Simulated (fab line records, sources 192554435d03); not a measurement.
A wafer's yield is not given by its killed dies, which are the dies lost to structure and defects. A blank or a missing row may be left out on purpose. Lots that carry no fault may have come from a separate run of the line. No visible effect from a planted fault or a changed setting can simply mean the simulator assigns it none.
fab line records + flow n5-finfet + part 1 of 2: steps 1 to 4 of 6
record
- lots=20
- wafers=60
- last-day=17
route steps=1938 shown BEOL_M5@1152 BEOL_M6@1195
lots untouched by any fault: they come from a run of this same line in which no faults occurred
start-h: start of the lot's first displayed wafer, in hours after the record's first day + wait-h: hours elapsed since this lot's preceding step + " unchanged from the row above + L1.1+2: a row that stands for several wafers + - no value present, or no start provided + * or withheld: withheld + < > ~ a bound
route shown NAME@n: a module of which the file shows steps, and the number in the route of the first + usual: mean/standard deviation of fault-free wafers + same: alike in all rows + chamber/n: place in a boat + sites: readings site by site + _std_site: standard deviation across them + _edge_site: the outer-site mean with the inner-site mean subtracted + radius-mm: how far each site lies from the wafer's centre + mask NAME#n: copy n + behind: tool/chamber where the wafer was last shaped + hold: reason for holding the lot/hours on hold/outcome of the hold + device: the n, p or np transistor that did not switch + end of line: the same wafers' tests at the end of the route + a step with no rows: only its recipe + killed: dies that structure and defects cost at the first sort, which is not the same as the wafer's yield + map: a wafer's dies, x killed, . not, _ none there
set.NAME: setting as actually run; set.NAME@STEP: the setting as run at that earlier step + model.NAME: the simulator's own value behind a step, which no gauge read
one table for each step of the route and one row for each wafer, over a sample of lots
services: when a tool's chamber went out of use (start-h, in hours from the record's first day, below 0 if earlier), for how many hours, and the reason
## steps
# step N5_BEOL_M5_ETCH_75
# recipe
- chemistry=N2/H2
- target=underlayer
- target-depth-a=65
- mask-material=CAR-EUV
- time-s=5.2
- ion-energy-ev=200
- pressure-mtorr=30
- source-w=840
- bias-w=150
- n2-flow-sccm=200
- h2-flow-sccm=200
- ends=cleared
# usual
- drypump-motor-current-A=5.9/0.53
- etch-rf-on-time-s=5.26/0.17
- n2-flow-sccm=200.0/0.62
- oes-product-au=0.67/0.068
- rf-vpp-V=524.0/2.5
- showerhead-plenum-p-Torr=2.55/0.08
- throttle-valve-pct=17.82/0.23
| lot.wafer | tool        | chamber | start-h | wait-h | drypump-motor-current-A | etch-rf-on-time-s | n2-flow-sccm | oes-product-au | rf-hours-counter-h | rf-vpp-V | showerhead-plenum-p-Torr | throttle-valve-pct |
|-----------|-------------|---------|---------|--------|-------------------------|-------------------|--------------|----------------|--------------------|----------|--------------------------|--------------------|
| L075.2    | rie-diel-02 | 3       | 181.65  | 0.0    | 6.0                     | 5.49              | 198.8        | 0.59           | 179                | 524.7    | 2.52                     | 18.13              |
| L075.5    | "           | 2       | "       | "      | 6.2                     | 5.08              | 200.0        | 0.76           | -                  | 527.1    | 2.69                     | 17.56              |
| L075.6    | "           | 1       | "       | "      | 5.4                     | 5.07              | 199.6        | 0.65           | -                  | 522.9    | 2.54                     | 17.77              |
| L077.2    | rie-diel-02 | 1       | 184.23  | 0.0    | 5.3                     | 5.16              | 199.4        | 0.65           | 163                | 523.1    | 2.54                     | 17.78              |
| L077.4    | "           | 1       | "       | "      | 5.4                     | 5.16              | 198.9        | 0.65           | -                  | 526.2    | 2.54                     | 17.78              |
| L077.6    | "           | 2       | "       | "      | 6.2                     | 5.07              | 200.3        | 0.77           | -                  | 526.6    | 2.69                     | 17.55              |
| L076.3    | rie-diel-02 | 2       | 184.62  | 0.0    | 6.2                     | 5.07              | 200.2        | 0.75           | 21                 | 528.6    | 2.69                     | 17.53              |
| L076.4    | "           | 1       | "       | "      | 5.4                     | 5.16              | 200.3        | 0.65           | -                  | 522.0    | 2.54                     | 17.80              |
| L076.6    | "           | 2       | "       | "      | 6.2                     | 5.08              | 200.2        | 0.76           | -                  | 528.8    | 2.69                     | 17.55              |
| L074.1    | rie-diel-02 | 1       | 192.59  | 0.0    | 5.3                     | 5.15              | 200.2        | 0.64           | 166                | 524.8    | 2.54                     | 17.79              |
| L074.3    | "           | 0       | "       | "      | 5.6                     | 5.26              | 200.0        | 0.83           | 1                  | 526.9    | 2.63                     | 17.96              |
| L074.5    | "           | 3       | "       | "      | 6.0                     | 5.40              | 199.6        | 0.60           | -                  | 520.8    | 2.51                     | 18.13              |
| L078.4    | rie-diel-02 | 3       | 203.98  | 0.0    | 6.0                     | 5.41              | 200.2        | 0.59           | 186                | 524.4    | 2.51                     | 18.14              |
| L078.5    | "           | 2       | "       | "      | 6.2                     | 5.08              | 200.2        | 0.75           | -                  | 527.6    | 2.69                     | 17.57              |
| L078.6    | "           | 3       | "       | "      | 6.0                     | 5.36              | 199.8        | 0.60           | -                  | 522.8    | 2.51                     | 18.16              |
| L081.1    | rie-diel-02 | 2       | 209.78  | 0.0    | 6.2                     | 5.07              | 200.7        | 0.74           | 28                 | 527.8    | 2.69                     | 17.59              |
| L081.4    | "           | 1       | "       | "      | 5.4                     | 5.12              | 200.2        | 0.64           | 171                | 523.7    | 2.54                     | 17.81              |
| L081.5    | "           | 1       | "       | "      | 5.4                     | 5.01              | 200.6        | 0.65           | -                  | 522.6    | 2.54                     | 17.82              |
| L082.2    | rie-diel-04 | 3       | 223.00  | 0.0    | 6.7                     | 5.09              | 200.5        | 0.67           | 145                | 521.6    | 2.43                     | 17.58              |
| L082.4    | "           | 0       | "       | "      | 6.1                     | 5.49              | 200.5        | 0.60           | 186                | 525.3    | 2.64                     | 18.12              |
| L082.5    | "           | 1       | "       | "      | 5.1                     | 5.11              | 199.8        | 0.73           | -                  | 522.9    | 2.61                     | 18.03              |
| L083.1    | rie-diel-04 | 2       | 229.00  | 0.0    | 5.7                     | 5.50              | 199.8        | 0.60           | 183                | 520.9    | 2.43                     | 17.72              |
| L083.3    | "           | 3       | "       | "      | 6.6                     | 5.11              | 200.0        | 0.67           | 147                | 522.6    | 2.43                     | 17.59              |
| L083.4    | "           | 1       | "       | "      | 5.0                     | 5.07              | 200.3        | 0.73           | 48                 | 521.5    | 2.61                     | 17.98              |
| L085.2    | rie-diel-02 | 0       | 247.21  | 0.0    | 5.5                     | 5.32              | 201.0        | 0.77           | 18                 | 525.5    | 2.62                     | 17.97              |
| L085.3    | "           | 2       | "       | "      | 6.2                     | 5.08              | 198.9        | 0.74           | 39                 | 526.0    | 2.68                     | 17.59              |
| L085.6    | "           | 3       | "       | "      | 6.0                     | 5.39              | 199.1        | 0.58           | -                  | 522.6    | 2.51                     | 18.16              |
| L086.2    | rie-diel-02 | 2       | 247.60  | 0.0    | 6.2                     | 5.14              | 200.3        | 0.74           | 39                 | 526.3    | 2.68                     | 17.58              |
| L086.4    | "           | 3       | "       | "      | 6.0                     | 5.41              | 199.1        | 0.59           | 199                | 524.8    | 2.51                     | 18.17              |
| L086.5    | "           | 0       | "       | "      | 5.6                     | 5.47              | 200.8        | 0.76           | -                  | 525.5    | 2.62                     | 17.97              |
| L087.1    | rie-diel-01 | 3       | 256.77  | 0.0    | 6.3                     | 5.41              | 200.4        | 0.61           | 203                | 525.7    | 2.49                     | 17.43              |
| L087.5    | "           | 2       | "       | "      | 6.8                     | 5.12              | 198.6        | 0.66           | -                  | 521.9    | 2.46                     | 17.69              |
| L087.6    | "           | 3       | "       | "      | 6.2                     | 5.46              | 201.0        | 0.61           | -                  | 523.9    | 2.49                     | 17.41              |
| L088.4    | rie-diel-04 | 3       | 261.92  | 0.0    | 6.6                     | 4.98              | 199.6        | 0.68           | 157                | 523.0    | 2.43                     | 17.59              |
| L088.5    | "           | 1       | "       | "      | 5.0                     | 5.02              | 199.2        | 0.73           | -                  | 525.0    | 2.61                     | 18.00              |
| L088.6    | "           | 0       | "       | "      | 6.1                     | 5.49              | 199.7        | 0.60           | -                  | 524.6    | 2.64                     | 18.13              |
| L089.2    | rie-diel-01 | 3       | 266.64  | 0.0    | 6.3                     | 5.53              | 198.9        | 0.60           | 206                | 522.8    | 2.49                     | 17.42              |
| L089.5    | "           | 1       | "       | "      | 6.4                     | 5.51              | 200.3        | 0.70           | -                  | 525.3    | 2.56                     | 17.92              |
| L089.6    | "           | 0       | "       | "      | 5.1                     | 5.13              | 200.3        | 0.71           | -                  | 519.2    | 2.47                     | 17.62              |
| L091.2    | rie-diel-01 | 0       | 271.80  | 0.0    | 5.1                     | 5.13              | 199.6        | 0.71           | 66                 | 522.6    | 2.47                     | 17.63              |
| L091.5    | "           | 2       | "       | "      | 6.8                     | 5.22              | 200.3        | 0.65           | -                  | 521.3    | 2.46                     | 17.67              |
| L091.6    | "           | 1       | "       | "      | 6.4                     | 5.45              | 200.5        | 0.70           | -                  | 522.7    | 2.56                     | 17.92              |
| L090.2    | rie-diel-01 | 2       | 279.31  | 0.0    | 6.8                     | 5.11              | 200.7        | 0.64           | 152                | 521.5    | 2.46                     | 17.70              |
| L090.3    | "           | 1       | "       | "      | 6.3                     | 5.40              | 199.3        | 0.69           | 74                 | 526.5    | 2.56                     | 17.90              |
| L090.5    | "           | 0       | "       | "      | 5.1                     | 4.97              | 199.8        | 0.71           | -                  | 521.2    | 2.47                     | 17.63              |
| L092.2    | rie-diel-02 | 1       | 286.71  | 0.0    | 5.4                     | 5.19              | 199.5        | 0.62           | 190                | 523.4    | 2.53                     | 17.86              |
| L092.4    | "           | 0       | "       | "      | 5.6                     | 5.39              | 200.8        | 0.76           | 23                 | 526.9    | 2.62                     | 17.99              |
| L092.5    | "           | 1       | "       | "      | 5.3                     | 5.19              | 199.5        | 0.62           | -                  | 522.1    | 2.53                     | 17.84              |
| L093.2    | rie-diel-02 | 0       | 288.75  | 0.0    | 5.6                     | 5.36              | 199.8        | 0.75           | 24                 | 525.7    | 2.62                     | 18.00              |
| L093.3    | "           | 3       | "       | "      | 6.0                     | 5.34              | 200.7        | 0.59           | 208                | 523.9    | 2.50                     | 18.19              |
| L093.6    | "           | 1       | "       | "      | 5.3                     | 5.26              | 199.8        | 0.62           | -                  | 523.0    | 2.53                     | 17.84              |
| L095.2    | rie-diel-02 | 0       | 303.17  | 0.0    | 5.6                     | 5.36              | 199.6        | 0.76           | 29                 | 524.9    | 2.62                     | 18.00              |
| L095.4    | "           | 2       | "       | "      | 6.2                     | 5.08              | 200.8        | 0.72           | 53                 | 526.8    | 2.67                     | 17.62              |
| L095.5    | "           | 3       | "       | "      | 6.0                     | 5.38              | 199.9        | 0.58           | -                  | 523.3    | 2.50                     | 18.19              |
| L096.1    | rie-diel-04 | 1       | 308.08  | 0.0    | 5.0                     | 5.06              | 199.3        | 0.72           | 73                 | 522.0    | 2.60                     | 18.08              |
| L096.4    | "           | 3       | "       | "      | 6.7                     | 5.04              | 200.9        | 0.66           | 174                | 525.0    | 2.42                     | 17.64              |
| L096.6    | "           | 0       | "       | "      | 6.1                     | 5.44              | 200.5        | 0.59           | -                  | 526.4    | 2.63                     | 18.15              |
| L097.3    | rie-diel-04 | 3       | 308.47  | 0.0    | 6.6                     | 4.98              | 200.7        | 0.66           | 175                | 520.7    | 2.42                     | 17.66              |
| L097.4    | "           | 2       | "       | "      | 5.7                     | 5.46              | 201.2        | 0.59           | 205                | 520.4    | 2.42                     | 17.77              |
| L097.6    | "           | 0       | "       | "      | 6.1                     | 5.49              | 200.3        | 0.59           | -                  | 527.6    | 2.63                     | 18.15              |
# step N5_BEOL_M5_ETCH_41
# recipe
- chemistry=CH3F/O2
- target=SiCN
- target-depth-a=315
- taper-deg=2
- time-s=56.7
- ion-energy-ev=120
- mask-material=TiN
- pressure-mtorr=30
- source-w=395
- bias-w=75
- Ar_flow_sccm=150
- CH3F_flow_sccm=30
- O2_flow_sccm=20
# usual
- drypump-motor-current-A=5.9/0.52
- oes-product-au=0.79/0.08
- rf-vpp-V=297.4/1.5
- showerhead-plenum-p-Torr=2.00/0.065
- throttle-valve-pct=16.26/0.23
| lot.wafer | tool        | chamber | start-h | wait-h | drypump-motor-current-A | oes-product-au | rf-hours-counter-h | rf-vpp-V | showerhead-plenum-p-Torr | throttle-valve-pct |
|-----------|-------------|---------|---------|--------|-------------------------|----------------|--------------------|----------|--------------------------|--------------------|
| L075.2    | rie-diel-02 | 3       | -       | -      | 6.0                     | 0.70           | 179                | 297.4    | 1.99                     | 16.66              |
| L075.5    | "           | 2       | "       | "      | 6.2                     | 0.89           | -                  | 300.0    | 2.13                     | 16.05              |
| L075.6    | "           | 1       | "       | "      | 5.3                     | 0.75           | -                  | 297.1    | 2.00                     | 16.28              |
| L077.2    | rie-diel-02 | 1       | -       | -      | 5.4                     | 0.75           | 163                | 297.5    | 2.00                     | 16.27              |
| L077.4    | "           | 1       | "       | "      | 5.3                     | 0.75           | -                  | 297.7    | 2.00                     | 16.28              |
| L077.6    | "           | 2       | "       | "      | 6.2                     | 0.89           | -                  | 299.7    | 2.13                     | 16.04              |
| L076.3    | rie-diel-02 | 2       | -       | -      | 6.2                     | 0.89           | 21                 | 298.8    | 2.12                     | 16.04              |
| L076.4    | "           | 1       | "       | "      | 5.4                     | 0.75           | -                  | 297.6    | 2.00                     | 16.29              |
| L076.6    | "           | 2       | "       | "      | 6.2                     | 0.90           | -                  | 300.9    | 2.13                     | 16.06              |
| L074.1    | rie-diel-02 | 1       | -       | -      | 5.4                     | 0.76           | 166                | 297.9    | 2.00                     | 16.29              |
| L074.3    | "           | 0       | "       | "      | 5.6                     | 0.96           | 1                  | 297.0    | 2.04                     | 16.20              |
| L074.5    | "           | 3       | "       | "      | 6.0                     | 0.70           | -                  | 298.2    | 1.99                     | 16.66              |
| L078.4    | rie-diel-02 | 3       | -       | -      | 6.0                     | 0.71           | 186                | 295.8    | 1.99                     | 16.66              |
| L078.5    | "           | 2       | "       | "      | 6.2                     | 0.89           | -                  | 300.4    | 2.12                     | 16.07              |
| L078.6    | "           | 3       | "       | "      | 6.0                     | 0.70           | -                  | 296.5    | 1.99                     | 16.65              |
| L081.1    | rie-diel-02 | 2       | -       | -      | 6.2                     | 0.89           | 28                 | 299.4    | 2.12                     | 16.06              |
| L081.4    | "           | 1       | "       | "      | 5.3                     | 0.75           | 171                | 297.3    | 2.00                     | 16.28              |
| L081.5    | "           | 1       | "       | "      | 5.3                     | 0.75           | -                  | 297.0    | 2.00                     | 16.28              |
| L082.2    | rie-diel-04 | 3       | -       | -      | 6.7                     | 0.79           | 145                | 295.3    | 1.91                     | 16.05              |
| L082.4    | "           | 0       | "       | "      | 6.1                     | 0.72           | 187                | 298.3    | 2.07                     | 16.41              |
| L082.5    | "           | 1       | "       | "      | 5.0                     | 0.84           | -                  | 296.9    | 2.04                     | 16.30              |
| L083.1    | rie-diel-04 | 2       | -       | -      | 5.7                     | 0.71           | 183                | 296.8    | 1.90                     | 16.16              |
| L083.3    | "           | 3       | "       | "      | 6.7                     | 0.79           | 147                | 294.5    | 1.91                     | 16.05              |
| L083.4    | "           | 1       | "       | "      | 5.0                     | 0.86           | 48                 | 298.6    | 2.04                     | 16.29              |
| L085.2    | rie-diel-02 | 0       | -       | -      | 5.6                     | 0.90           | 18                 | 298.1    | 2.04                     | 16.21              |
| L085.3    | "           | 2       | "       | "      | 6.2                     | 0.86           | 39                 | 299.3    | 2.12                     | 16.10              |
| L085.6    | "           | 3       | "       | "      | 6.0                     | 0.69           | -                  | 297.1    | 1.98                     | 16.70              |
| L086.2    | rie-diel-02 | 2       | -       | -      | 6.2                     | 0.86           | 39                 | 301.3    | 2.12                     | 16.08              |
| L086.4    | "           | 3       | "       | "      | 6.0                     | 0.69           | 199                | 295.9    | 1.98                     | 16.70              |
| L086.5    | "           | 0       | "       | "      | 5.5                     | 0.90           | -                  | 298.5    | 2.04                     | 16.21              |
| L087.1    | rie-diel-01 | 3       | -       | -      | 6.2                     | 0.71           | 203                | 297.9    | 1.97                     | 16.10              |
| L087.5    | "           | 2       | "       | "      | 6.8                     | 0.77           | -                  | 295.3    | 1.91                     | 15.92              |
| L087.6    | "           | 3       | "       | "      | 6.2                     | 0.70           | -                  | 297.0    | 1.97                     | 16.09              |
| L088.4    | rie-diel-04 | 3       | -       | -      | 6.6                     | 0.79           | 157                | 294.0    | 1.91                     | 16.10              |
| L088.5    | "           | 1       | "       | "      | 5.0                     | 0.85           | -                  | 298.1    | 2.04                     | 16.30              |
| L088.6    | "           | 0       | "       | "      | 6.1                     | 0.71           | -                  | 298.6    | 2.06                     | 16.45              |
| L089.2    | rie-diel-01 | 3       | -       | -      | 6.3                     | 0.71           | 206                | 298.7    | 1.97                     | 16.09              |
| L089.5    | "           | 1       | "       | "      | 6.4                     | 0.83           | -                  | 298.1    | 2.04                     | 16.50              |
| L089.6    | "           | 0       | "       | "      | 5.1                     | 0.85           | -                  | 296.4    | 1.93                     | 15.95              |
| L091.2    | rie-diel-01 | 0       | -       | -      | 5.1                     | 0.84           | 66                 | 297.1    | 1.93                     | 15.95              |
| L091.5    | "           | 2       | "       | "      | 6.8                     | 0.76           | -                  | 296.9    | 1.91                     | 15.94              |
| L091.6    | "           | 1       | "       | "      | 6.4                     | 0.83           | -                  | 299.8    | 2.04                     | 16.49              |
| L090.2    | rie-diel-01 | 2       | -       | -      | 6.8                     | 0.76           | 152                | 295.2    | 1.91                     | 15.94              |
| L090.3    | "           | 1       | "       | "      | 6.3                     | 0.82           | 74                 | 297.8    | 2.04                     | 16.51              |
| L090.5    | "           | 0       | "       | "      | 5.1                     | 0.83           | -                  | 296.9    | 1.93                     | 15.94              |
| L092.2    | rie-diel-02 | 1       | -       | -      | 5.4                     | 0.72           | 191                | 296.9    | 1.99                     | 16.35              |
| L092.4    | "           | 0       | "       | "      | 5.6                     | 0.89           | 23                 | 298.0    | 2.04                     | 16.23              |
| L092.5    | "           | 1       | "       | "      | 5.4                     | 0.73           | -                  | 297.6    | 1.99                     | 16.34              |
| L093.2    | rie-diel-02 | 0       | -       | -      | 5.6                     | 0.89           | 24                 | 299.2    | 2.04                     | 16.23              |
| L093.3    | "           | 3       | "       | "      | 6.0                     | 0.68           | 208                | 297.6    | 1.98                     | 16.72              |
| L093.6    | "           | 1       | "       | "      | 5.4                     | 0.73           | -                  | 297.2    | 1.99                     | 16.35              |
| L095.2    | rie-diel-02 | 0       | -       | -      | 5.6                     | 0.89           | 29                 | 299.0    | 2.03                     | 16.23              |
| L095.4    | "           | 2       | "       | "      | 6.2                     | 0.83           | 53                 | 300.4    | 2.11                     | 16.11              |
| L095.5    | "           | 3       | "       | "      | 6.0                     | 0.68           | -                  | 296.5    | 1.98                     | 16.71              |
| L096.1    | rie-diel-04 | 1       | -       | -      | 5.0                     | 0.81           | 73                 | 298.0    | 2.03                     | 16.34              |
| L096.4    | "           | 3       | "       | "      | 6.7                     | 0.76           | 175                | 295.8    | 1.90                     | 16.11              |
| L096.6    | "           | 0       | "       | "      | 6.1                     | 0.69           | -                  | 299.2    | 2.06                     | 16.45              |
| L097.3    | rie-diel-04 | 3       | -       | -      | 6.6                     | 0.76           | 175                | 295.0    | 1.90                     | 16.10              |
| L097.4    | "           | 2       | "       | "      | 5.7                     | 0.69           | 205                | 294.9    | 1.89                     | 16.20              |
| L097.6    | "           | 0       | "       | "      | 6.1                     | 0.69           | -                  | 298.9    | 2.06                     | 16.47              |
# step N5_BEOL_M5_SPUTTER_48
# recipe
- material=Cu
- target-thk-a=150
- temp-c=-20
- chamber-pressure-pa=0.07
- power-w=withheld
- time-s=27.62
# usual
- chuck-sensor-temp-C=-16.1/0.38
- throttle-valve-pct=29.7/0.9
| lot.wafer | tool           | chamber | start-h | wait-h | chuck-sensor-temp-C | throttle-valve-pct |
|-----------|----------------|---------|---------|--------|---------------------|--------------------|
| L075.2    | pvd-sputter-02 | -       | 184.34  | 0.7    | -15.9               | 30.6               |
| L075.5    | "              | -       | "       | "      | -16.1               | 30.9               |
| L075.6    | "              | -       | "       | "      | -15.9               | 28.8               |
| L077.2    | pvd-sputter-01 | -       | 186.14  | 0.1    | -15.6               | 27.7               |
| L077.4    | "              | -       | "       | "      | -15.5               | 29.9               |
| L077.6    | "              | -       | "       | "      | -16.5               | 29.6               |
| L076.3    | pvd-sputter-03 | -       | 186.27  | 0.1    | -15.9               | 30.1               |
| L076.4    | "              | -       | "       | "      | -16.3               | 29.1               |
| L076.6    | "              | -       | "       | "      | -15.9               | 30.8               |
| L074.1    | pvd-sputter-02 | -       | 195.01  | 0.1    | -15.8               | 30.5               |
| L074.3    | "              | -       | "       | "      | -16.9               | 29.2               |
| L074.5    | "              | -       | "       | "      | -15.8               | 30.4               |
| L078.4    | pvd-sputter-02 | -       | 205.78  | 0.1    | -15.9               | 30.7               |
| L078.5    | "              | -       | "       | "      | -16.0               | 28.7               |
| L078.6    | "              | -       | "       | "      | -16.0               | 31.0               |
| L081.1    | pvd-sputter-02 | -       | 213.14  | 0.1    | -16.7               | 29.6               |
| L081.4    | "              | -       | "       | "      | -16.0               | 28.8               |
| L081.5    | "              | -       | "       | "      | -15.5               | 30.7               |
| L082.2    | pvd-sputter-01 | -       | 225.07  | 0.1    | -15.8               | 27.6               |
| L082.4    | "              | -       | "       | "      | -15.3               | 29.7               |
| L082.5    | "              | -       | "       | "      | -15.5               | 29.6               |
| L083.1    | pvd-sputter-03 | -       | 232.17  | 1.7    | -15.7               | 30.5               |
| L083.3    | "              | -       | "       | "      | -16.2               | 29.8               |
| L083.4    | "              | -       | "       | "      | -15.7               | 30.6               |
| L085.2    | pvd-sputter-01 | -       | 249.09  | 0.2    | -15.7               | 27.5               |
| L085.3    | "              | -       | "       | "      | -15.3               | 29.9               |
| L085.6    | "              | -       | "       | "      | -15.8               | 27.5               |
| L086.2    | pvd-sputter-02 | -       | 249.38  | 0.1    | -16.9               | 29.4               |
| L086.4    | "              | -       | "       | "      | -16.0               | 29.0               |
| L086.5    | "              | -       | "       | "      | -16.2               | 30.7               |
| L087.1    | pvd-sputter-02 | -       | 258.59  | 0.1    | -16.1               | 29.3               |
| L087.5    | "              | -       | "       | "      | -16.9               | 29.6               |
| L087.6    | "              | -       | "       | "      | -16.2               | 29.0               |
| L088.4    | pvd-sputter-02 | -       | 264.31  | 0.2    | -16.0               | 30.7               |
| L088.5    | "              | -       | "       | "      | -16.0               | 29.0               |
| L088.6    | "              | -       | "       | "      | -15.9               | 30.9               |
| L089.2    | pvd-sputter-01 | -       | 268.20  | 0.1    | -16.6               | 29.2               |
| L089.5    | "              | -       | "       | "      | -15.4               | 29.7               |
| L089.6    | "              | -       | "       | "      | -15.7               | 27.6               |
| L091.2    | pvd-sputter-03 | -       | 273.94  | 0.2    | -16.3               | 29.8               |
| L091.5    | "              | -       | "       | "      | -16.1               | 29.8               |
| L091.6    | "              | -       | "       | "      | -15.9               | 30.5               |
| L090.2    | pvd-sputter-01 | -       | 281.33  | 0.1    | -15.3               | 29.9               |
| L090.3    | "              | -       | "       | "      | -15.8               | 27.5               |
| L090.5    | "              | -       | "       | "      | -15.6               | 27.5               |
| L092.2    | pvd-sputter-03 | -       | 288.19  | 0.1    | -15.9               | 30.1               |
| L092.4    | "              | -       | "       | "      | -15.6               | 30.5               |
| L092.5    | "              | -       | "       | "      | -16.0               | 29.7               |
| L093.2    | pvd-sputter-02 | -       | 291.44  | 0.6    | -15.9               | 30.8               |
| L093.3    | "              | -       | "       | "      | -15.8               | 28.8               |
| L093.6    | "              | -       | "       | "      | -16.0               | 30.8               |
| L095.2    | pvd-sputter-03 | -       | 306.27  | 0.1    | -16.3               | 28.8               |
| L095.4    | "              | -       | "       | "      | -16.0               | 30.2               |
| L095.5    | "              | -       | "       | "      | -15.8               | 30.6               |
| L096.1    | pvd-sputter-02 | -       | 310.05  | 0.2    | -16.0               | 29.0               |
| L096.4    | "              | -       | "       | "      | -16.0               | 30.5               |
| L096.6    | "              | -       | "       | "      | -15.9               | 30.6               |
| L097.3    | pvd-sputter-03 | -       | 310.93  | 0.1    | -16.2               | 29.5               |
| L097.4    | "              | -       | "       | "      | -15.9               | 30.4               |
| L097.6    | "              | -       | "       | "      | -15.8               | 30.7               |
# step N5_BEOL_M6_CURE_74
# recipe
- temp-c=385
- time-s=240
- ambient=He/Ar
- material=SiCOH_lowk
# usual
- lamp-power-pct=52.30/0.057
- wafer_temp_C_max=387.0/0.54
| lot.wafer | tool       | chamber | start-h | wait-h | lamp-power-pct | wafer_temp_C_max |
|-----------|------------|---------|---------|--------|----------------|------------------|
| L075.2    | uv-cure-02 | 2       | 189.98  | 0.1    | 52.30          | 387.2            |
| L075.5    | "          | 2       | "       | "      | 52.26          | 387.0            |
| L075.6    | "          | 2       | "       | "      | 52.38          | 386.9            |
| L077.2    | uv-cure-02 | 0       | 191.75  | 0.1    | 52.30          | 386.9            |
| L077.4    | "          | 0       | "       | "      | 52.35          | 387.0            |
| L077.6    | "          | 0       | "       | "      | 52.26          | 387.1            |
| L076.3    | uv-cure-03 | 1       | 192.27  | 0.5    | 52.36          | 387.3            |
| L076.4    | "          | 1       | "       | "      | 52.34          | 386.8            |
| L076.6    | "          | 1       | "       | "      | 52.30          | 386.9            |
| L074.1    | uv-cure-01 | 1       | 201.40  | 0.0    | 52.40          | 387.3            |
| L074.3    | "          | 1       | "       | "      | 52.30          | 387.1            |
| L074.5    | "          | 1       | "       | "      | 52.29          | 386.1            |
| L078.4    | uv-cure-01 | 2       | 211.79  | 0.5    | 52.31          | 387.2            |
| L078.5    | "          | 2       | "       | "      | 52.26          | 386.9            |
| L078.6    | "          | 2       | "       | "      | 52.30          | 387.6            |
| L081.1    | uv-cure-01 | 0       | 218.77  | 0.0    | 52.33          | 387.1            |
| L081.4    | "          | 0       | "       | "      | 52.21          | 387.2            |
| L081.5    | "          | 0       | "       | "      | 52.34          | 387.5            |
| L082.2    | uv-cure-03 | 0       | 230.69  | 0.1    | 52.21          | 386.6            |
| L082.4    | "          | 0       | "       | "      | 52.30          | 386.4            |
| L082.5    | "          | 0       | "       | "      | 52.29          | 386.4            |
| L083.1    | uv-cure-02 | 0       | 237.92  | 0.3    | 52.31          | 386.8            |
| L083.3    | "          | 0       | "       | "      | 52.31          | 386.9            |
| L083.4    | "          | 0       | "       | "      | 52.31          | 386.3            |
| L085.2    | uv-cure-03 | 0       | 254.80  | 0.1    | 52.39          | 386.2            |
| L085.3    | "          | 0       | "       | "      | 52.27          | 386.6            |
| L085.6    | "          | 0       | "       | "      | 52.26          | 386.2            |
| L086.2    | uv-cure-01 | 2       | 255.36  | 0.1    | 52.33          | 387.4            |
| L086.4    | "          | 2       | "       | "      | 52.30          | 386.8            |
| L086.5    | "          | 2       | "       | "      | 52.26          | 386.5            |
| L087.1    | uv-cure-01 | 1       | 264.47  | 0.0    | 52.32          | 386.7            |
| L087.5    | "          | 1       | "       | "      | 52.30          | 387.2            |
| L087.6    | "          | 1       | "       | "      | 52.26          | 386.6            |
| L088.4    | uv-cure-03 | 1       | 270.77  | 0.3    | 52.24          | 387.5            |
| L088.5    | "          | 1       | "       | "      | 52.17          | 386.4            |
| L088.6    | "          | 1       | "       | "      | 52.24          | 387.2            |
| L089.2    | uv-cure-03 | 2       | 273.81  | 0.1    | 52.25          | 387.2            |
| L089.5    | "          | 2       | "       | "      | 52.26          | 387.9            |
| L089.6    | "          | 2       | "       | "      | 52.34          | 390.3            |
| L091.2    | uv-cure-02 | 1       | 279.69  | 0.1    | 52.29          | 387.6            |
| L091.5    | "          | 1       | "       | "      | 52.28          | 386.8            |
| L091.6    | "          | 1       | "       | "      | 52.27          | 386.5            |
| L090.2    | uv-cure-02 | 1       | 286.94  | 0.1    | 52.33          | 387.0            |
| L090.3    | "          | 1       | "       | "      | 52.23          | 386.6            |
| L090.5    | "          | 1       | "       | "      | 52.33          | 386.4            |
| L092.2    | uv-cure-03 | 1       | 293.80  | 0.1    | 52.35          | 387.0            |
| L092.4    | "          | 1       | "       | "      | 52.30          | 386.5            |
| L092.5    | "          | 1       | "       | "      | 52.29          | 387.0            |
| L093.2    | uv-cure-01 | 1       | 297.33  | 0.1    | 52.26          | 387.4            |
| L093.3    | "          | 1       | "       | "      | 52.41          | 386.9            |
| L093.6    | "          | 1       | "       | "      | 52.33          | 387.3            |
| L095.2    | uv-cure-02 | 1       | 311.88  | 0.1    | 52.31          | 387.3            |
| L095.4    | "          | 1       | "       | "      | 52.38          | 387.0            |
| L095.5    | "          | 1       | "       | "      | 52.26          | 387.0            |
| L096.1    | uv-cure-01 | 0       | 315.90  | 0.0    | 52.35          | 386.4            |
| L096.4    | "          | 0       | "       | "      | 52.34          | 387.5            |
| L096.6    | "          | 0       | "       | "      | 52.30          | 387.3            |
| L097.3    | uv-cure-01 | 1       | 316.72  | 0.2    | 52.20          | 387.3            |
| L097.4    | "          | 1       | "       | "      | 52.15          | 387.0            |
| L097.6    | "          | 1       | "       | "      | 52.28          | 386.4            |
